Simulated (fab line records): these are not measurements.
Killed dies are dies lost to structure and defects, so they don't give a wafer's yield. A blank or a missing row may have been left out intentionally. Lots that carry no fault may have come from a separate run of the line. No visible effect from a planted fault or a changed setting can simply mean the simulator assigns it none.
Split-lot experiment | flow n5-finfet | 21 wafers read from 7 lots, route of 1938 steps

== THE SPLIT ITSELF ==
At N5_ZERO_LAYER_EXPOSE_08 (exposes mask ZERO, defocus 0 nm, target cd 2000 nm), the setting dose-mj was moved away from the recipe's 16.2 on 9 of the 21 wafers read, by -2.5% to +4.0%. All remaining wafers had this setting at the recipe value.

== FROM THE SPLIT TO THE READING: what the file shows between them, 3 steps ==
- N5_ZERO_LAYER_PEB_09
- N5_ZERO_LAYER_DEVELOP_10: develop time 60 s
- N5_ZERO_LAYER_HARDBAKE_23: time 120 s

== THE READING ==
cd-nm at N5_ZERO_LAYER_CD_MEAS_11, given in nm (cd target 2000 nm). A value of 1999.1 nm with a standard deviation of 1.7 nm is what fault-free wafers of this fab line usually give.

wafer  | tool, chamber at the split | dose-mj as run | against the recipe | cd-nm, nm | against lot-mates on the recipe
L081.1 | krf-scanner-01, 0          | 16.2           | recipe             | 1997.7    | -
L081.2 | krf-scanner-01, 0          | 15.82          | -2.3%              | 1990.9    | -6.8
L081.3 | krf-scanner-01, 0          | 15.82          | -2.3%              | 1992.5    | -5.2
L082.2 | krf-scanner-01, 0          | 16.2           | recipe             | 1998.7    | -
L082.4 | krf-scanner-01, 0          | 16.2           | recipe             | 1998.5    | -
L082.6 | krf-scanner-01, 0          | 16.2           | recipe             | 1999.8    | -
L083.2 | krf-scanner-01, 0          | 16.2           | recipe             | 2000.7    | -
L083.3 | krf-scanner-01, 0          | 16.2           | recipe             | 1996.6    | -
L083.6 | krf-scanner-01, 0          | 16.53          | +2.0%              | 2004.7    | +6.0
L085.1 | krf-scanner-02, 0          | 16.2           | recipe             | 1999.8    | -
L085.2 | krf-scanner-02, 0          | 15.8           | -2.5%              | 1998.3    | -1.5
L085.5 | krf-scanner-02, 0          | 15.8           | -2.5%              | 1996.1    | -3.7
L087.3 | krf-scanner-01, 0          | 16.2           | recipe             | 2001.3    | -
L087.4 | krf-scanner-01, 0          | 16.2           | recipe             | 1998.8    | -
L087.5 | krf-scanner-01, 0          | 16.2           | recipe             | 1998.9    | -
L091.1 | krf-scanner-01, 0          | 16.69          | +3.0%              | 2004.0    | +6.4
L091.2 | krf-scanner-01, 0          | 16.2           | recipe             | 1997.6    | -
L091.6 | krf-scanner-01, 0          | 16.69          | +3.0%              | 2005.3    | +7.7
L093.3 | krf-scanner-02, 0          | 16.85          | +4.0%              | 2007.1    | +8.0
L093.4 | krf-scanner-02, 0          | 16.2           | recipe             | 1999.1    | -
L093.5 | krf-scanner-02, 0          | 16.85          | +4.0%              | 2007.5    | +8.4

FIT RESULTS
A straight line over all 21 wafers: cd-nm changes by +1.99 nm for each +1% of dose-mj; r = +0.91; the points scatter about the line by 1.8 nm.
The same after taking each lot's own level away (the mean of its wafers on the recipe; 21 wafers): +2.05 nm for each +1%; r = +0.95; scatter 1.4 nm.
Per that fit: largest dose-mj move, reading shift of 8.2 nm.
Across the lots, their own levels run from 1997.60 to 1999.80 nm, a range of 1.3 times the standard deviation given above.
The two slopes are in agreement: the lot-to-lot level therefore moves the slope only a little.
Check: with one of the wafers moved furthest among these (+4.0%) left out of the fit, the line predicts +8.69 nm for it against its lot-mates. Against them it came out at +8 nm.

== THE FILE'S OWN FIT ==
cd-nm changes by +2.11 nm for each +1% of dose-mj, r = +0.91.
